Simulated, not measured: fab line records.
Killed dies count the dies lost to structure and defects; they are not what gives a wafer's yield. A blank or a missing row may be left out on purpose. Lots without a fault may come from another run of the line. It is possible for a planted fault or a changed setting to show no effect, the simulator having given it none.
A struck lot beside a sound one	flow nand-harc	15 out of 1302 route steps
Sound: the wafers L508.1, L508.2, L508.3. Wafers L511.1, L511.2, L511.6 were the ones struck. At the end, the cause is stated.
At each step with rows: each side's tool, then ch and its chambers, then its first start. Under that, the readings that differ: sound wafers	struck wafers	difference of the means	sigmas: that difference in standard deviations of wafers without a fault.
alike: a reading whose means differ by less than 2 such deviations, as well as words and numbers matching on both sides. not compared: withheld readings; readings where some wafer has no value; bounds like >300 that might hide an equal value; numbers whose values overlap and for which the record gives no deviation.
The two part at a step that has a row with sigmas, a row that says differs or no value, or rows on one side only. Numbers that have no deviation but don't overlap get no sigmas and don't part them. Lack of a reading on every wafer of one side parts them only where that side has two or more wafers.

first, 1 step without rows for these wafers: NHARC_A_CHANNEL_HOLE_D1_STRIP_43 (strips in O2/COS).
NHARC_A_CHANNEL_HOLE_D1_ETCH_44: etches the open film in CF4/O2, target depth 140 nm, overetch 14 nm, time 77 s.
  sound on rie-diel-03 ch 0,2,3, day 10 13:38; struck on rie-diel-03 ch 1,3, day 11 00:05
  alike: chamber-pressure-mTorr, drypump-motor-current-A, mfc-ar-sccm, oes-product-au, rf-vpp-V, showerhead-plenum-p-Torr, throttle-valve-pct
  not compared: rf-hours-counter-h
NHARC_A_CHANNEL_HOLE_D1_STRIP_27: strips in O2.
  sound on rie-diel-03 ch 1,2,3; struck on rie-diel-03 ch 1,2,3
  alike: chamber-pressure-mTorr, drypump-motor-current-A, mfc-ar-sccm, oes-product-au, rf-vpp-V, showerhead-plenum-p-Torr, throttle-valve-pct
  not compared: rf-hours-counter-h
then, 2 steps without rows for these wafers: NHARC_A_CHANNEL_HOLE_D1_PRECLEAN_28 (cleans in SC1); NHARC_A_CHANNEL_HOLE_D1_SRD_29.
NHARC_A_CHANNEL_HOLE_D1_CD_MEAS_30:
  sound on cd-sem-01 at day 10 14:28; struck on cd-sem-03 at day 11 00:53
  alike: cd-nm
NHARC_A_CHANNEL_HOLE_D1_XSEM_31:
  sound on xsem-02 ch 0, day 10 14:33; struck on xsem-01 ch 0, day 11 00:58
reading	sound	struck	difference	sigmas
bow-nm (nm)	9.09 8.98 9.08	8.46 8.55 8.62	-0.51	-2
  alike: bot-cd-nm, tilt-deg
NHARC_A_CHANNEL_HOLE_D1_INSPECT_40:
  sound on defect-inspect-02 at day 10 14:39; struck on defect-inspect-01 at day 11 01:04
  alike: raw-defect-count
then, 2 steps without rows for these wafers: NHARC_A_CHANNEL_FILL_D1_PRECLEAN_00 (cleans in SC1); NHARC_A_CHANNEL_FILL_D1_SRD_01.
NHARC_A_CHANNEL_FILL_D1_ALD_02: deposits SiO2, target thk 6 nm, pulse time 10 s, ald cycles 60.
  sound on ald-hk-01 ch 0,1,2, day 10 14:51; struck on ald-hk-03 ch 0,1,3, day 11 01:20
  alike: ald-cycles, heater-power-w, precursor-pulse-height-rel
then, 1 step without rows for these wafers: NHARC_A_CHANNEL_FILL_D1_ALD_03 (deposits SiNx, target thk 6 nm, pulse time 60 s, ald cycles 58).
NHARC_A_CHANNEL_FILL_D1_ALD_14: deposits SiO2, target thk 2.5 nm, pulse time 10 s, ald cycles 25.
  sound on ald-hk-02 ch 1,2,3, day 10 21:50; struck on ald-hk-02 ch 0,2, day 11 09:16
reading	sound	struck	difference	sigmas
ald-cycles	25 25 25	28 28 28	+3	
  alike: heater-power-w, precursor-pulse-height-rel
NHARC_A_CHANNEL_FILL_D1_ALD_15: deposits SiNx, target thk 2 nm, pulse time 60 s, ald cycles 19.
  sound on ald-sin-batch-03 ch 0, day 11 00:58; struck on ald-sin-batch-03 ch 0, day 11 12:08
reading	sound	struck	difference	sigmas
ald-cycles	19 19 19	26 26 26	+7	
  alike: precursor-pulse-height-rel
NHARC_A_CHANNEL_FILL_D1_ALD_16: deposits SiO2, target thk 1.5 nm, pulse time 10 s, ald cycles 15.
  sound on ald-hk-02 ch 0,1,3, day 11 03:01; struck on ald-hk-03 ch 0,2, day 11 14:13
  alike: ald-cycles, heater-power-w, precursor-pulse-height-rel

== WHERE THEY PART ==
Within this record, at NHARC_A_CHANNEL_HOLE_D1_XSEM_31 only. Later steps at which nothing parts them and some readings are alike: NHARC_A_CHANNEL_HOLE_D1_INSPECT_40, NHARC_A_CHANNEL_FILL_D1_ALD_02, NHARC_A_CHANNEL_FILL_D1_ALD_14, NHARC_A_CHANNEL_FILL_D1_ALD_15, NHARC_A_CHANNEL_FILL_D1_ALD_16.

WHY: what the simulator had put in
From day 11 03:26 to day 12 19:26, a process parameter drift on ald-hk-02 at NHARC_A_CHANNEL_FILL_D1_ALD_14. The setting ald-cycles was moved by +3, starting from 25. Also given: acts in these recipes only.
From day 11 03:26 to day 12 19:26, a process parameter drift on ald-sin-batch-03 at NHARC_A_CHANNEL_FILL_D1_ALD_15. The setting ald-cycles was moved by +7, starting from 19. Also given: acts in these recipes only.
